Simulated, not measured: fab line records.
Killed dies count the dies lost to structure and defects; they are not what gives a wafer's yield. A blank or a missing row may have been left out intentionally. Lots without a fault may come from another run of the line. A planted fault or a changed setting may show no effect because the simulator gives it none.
Matching of chambers || flow n5 finfet || N5_FIN_SAQP_STRIP_70 on rie diel-03: 4 sister chambers
The step strips in N2/H2. 4 wafers are shown with their chamber, then 7 later ones without.

EACH WAFER AND ITS CHAMBER
{"wafer": "L082.2", "chamber": 2, "throttle valve pct (%)": 19.6}
{"wafer": "L082.3", "chamber": 0, "throttle valve pct (%)": 19.1}
{"wafer": "L088.2", "chamber": 1, "throttle valve pct (%)": 18.7}
{"wafer": "L088.3", "chamber": 3, "throttle valve pct (%)": 18.6}

WAFERS WITH NO CHAMBER GIVEN
{"wafer": "L088.5", "throttle valve pct (%)": 18.6}
{"wafer": "L089.3", "throttle valve pct (%)": 19.6}
{"wafer": "L089.5", "throttle valve pct (%)": 18.7}
{"wafer": "L089.6", "throttle valve pct (%)": 19.6}
{"wafer": "L096.1", "throttle valve pct (%)": 19.6}
{"wafer": "L096.4", "throttle valve pct (%)": 18.8}
{"wafer": "L096.5", "throttle valve pct (%)": 19.6}

WHICH CHAMBER EACH ONE RAN IN
{"wafer": "L088.5", "from the rows above": 3, "in truth": 3}
{"wafer": "L089.3", "from the rows above": 2, "in truth": 2}
{"wafer": "L089.5", "from the rows above": 1, "in truth": 1}
{"wafer": "L089.6", "from the rows above": 2, "in truth": 2}
{"wafer": "L096.1", "from the rows above": 2, "in truth": 2}
{"wafer": "L096.4", "from the rows above": 1, "in truth": 1}
{"wafer": "L096.5", "from the rows above": 2, "in truth": 2}
7 of 7 placed correctly. Can't be placed from these rows: 0. Placed wrongly: 0.
How it was worked out, from the rows above alone: a wafer's distance from a chamber is the root of the sum, over the readings, of the square of ((its reading less the chamber's mean) divided by the reading's scatter). The wafer belongs to the nearest chamber; if the next one is less than 2 further off, it can't be placed. Each chamber's mean is taken over the wafers shown for it. The scatter: with one shown wafer a chamber, the root of the mean of the squares of how far each hidden wafer lies from its nearest shown one.
